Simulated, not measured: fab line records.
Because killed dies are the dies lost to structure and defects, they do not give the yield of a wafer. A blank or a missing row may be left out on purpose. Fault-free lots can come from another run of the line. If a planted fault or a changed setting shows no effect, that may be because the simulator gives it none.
Matching of chambers ; flow nand-harc ; NHARC_A_STAIRCASE_ETCH_253 on rie-diel-01 has 4 sister chambers
The step etches the open film in C4F8/O2, target depth 50 nm, time 20.2 s. 16 wafers are shown with their chamber, then 8 later ones without.

## WAFERS PAIRED WITH THEIR CHAMBERS
wafer;chamber;rf-vpp-V (V);rf-fwd-power-W (W);bias-w (W)
L080.2;2;901;587;997
L080.3;0;899;591;998
L080.4;3;899;595;1000
L079.1;2;903;585;1002
L079.2;3;896;593;1001
L079.5;2;903;585;999
L082.2;0;898;590;995
L082.5;3;899;597;1000
L082.6;2;902;587;1003
L086.1;3;898;595;1002
L086.3;0;899;589;995
L086.6;0;899;589;1000
L089.2;0;897;586;996
L089.3;1;888;585;1000
L089.5;0;898;588;995
L091.2;1;889;585;995

SIGNATURES, as means of the wafers listed above
reading;chamber 0;chamber 1;chamber 2;chamber 3;scatter within a chamber
rf-vpp-V;898.33;888.50;902.25;898.00;1.02
rf-fwd-power-W;588.83;585.00;586.00;595.00;1.5
bias-w;996.50;997.50;1000.25;1000.75;2.23
Rule: a wafer lies at a distance from a chamber equal to the root of the sum of squares, over the readings, of (its reading less the chamber's mean, divided by the reading's scatter). The wafer belongs to the nearest chamber; if the next one is less than 2 further off, it can't be placed. The scatter: take each reading less its chamber's mean, square it, sum over the shown wafers, divide by the number of wafers less the number of chambers, and take the root.

## WAFERS WITHOUT THEIR CHAMBER
wafer;rf-vpp-V (V);rf-fwd-power-W (W);bias-w (W)
L091.4;897;589;1000
L091.5;903;586;1006
L097.2;887;583;998
L097.4;902;588;1002
L097.5;889;583;996
L095.2;888;582;1000
L095.3;899;586;1002
L095.5;902;588;999

## WHICH CHAMBER EACH ONE RAN IN
wafer;from the rows above;in truth
L091.4;0;0
L091.5;2;2
L097.2;1;1
L097.4;2;2
L097.5;1;1
L095.2;1;1
L095.3;can't be placed: 0 or 2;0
L095.5;2;2
7 of 8 placed correctly. These rows do not allow placing 1 (true chamber among the candidates in 1). Placed wrongly: 0.
